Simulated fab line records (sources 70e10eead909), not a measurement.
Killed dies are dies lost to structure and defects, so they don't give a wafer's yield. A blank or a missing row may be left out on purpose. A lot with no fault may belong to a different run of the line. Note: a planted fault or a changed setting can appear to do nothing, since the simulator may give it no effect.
Matching of chambers + flow nand harc + NHARC_A_SGD_CUT_ETCHBACK_24 on rie diel-05: 4 sister chambers
The step etches the open film in CH3F/O2, target depth 50 nm, time 92.857 s. 4 wafers are shown with their chamber, then 8 later ones without.

== WAFERS PAIRED WITH THEIR CHAMBERS ==
| wafer  | chamber | showerhead plenum p Torr (Torr) |
|--------|---------|---------------------------------|
| L085.1 | 3       | 2.50                            |
| L085.2 | 2       | 2.62                            |
| L085.6 | 1       | 2.55                            |
| L087.1 | 0       | 2.38                            |

== WAFERS WHOSE CHAMBER IS MISSING ==
| wafer  | showerhead plenum p Torr (Torr) |
|--------|---------------------------------|
| L087.4 | 2.55                            |
| L087.6 | 2.38                            |
| L092.1 | 2.50                            |
| L092.5 | 2.54                            |
| L092.6 | 2.37                            |
| L097.1 | 2.37                            |
| L097.2 | 2.61                            |
| L097.6 | 2.54                            |

== CHAMBER TAKEN BY EACH ==
| wafer  | from the rows above | in truth |
|--------|---------------------|----------|
| L087.4 | 1                   | 1        |
| L087.6 | 0                   | 0        |
| L092.1 | 3                   | 3        |
| L092.5 | 1                   | 1        |
| L092.6 | 0                   | 0        |
| L097.1 | 0                   | 0        |
| L097.2 | 2                   | 2        |
| L097.6 | 1                   | 1        |
Correctly placed: 8 of 8. Number that these rows cannot place: 0. Wrongly placed: 0.
How it was worked out, from the rows above alone: a wafer's distance from a chamber is the root of the sum, over the readings, of the square of ((its reading less the chamber's mean) divided by the reading's scatter). The wafer belongs to the nearest chamber; if the next one is less than 2 further off, it can't be placed. The mean given for a chamber averages the wafers shown for that chamber. The scatter (one wafer shown for each chamber): square how far every hidden wafer sits from the nearest shown wafer, average those squares and take the square root.
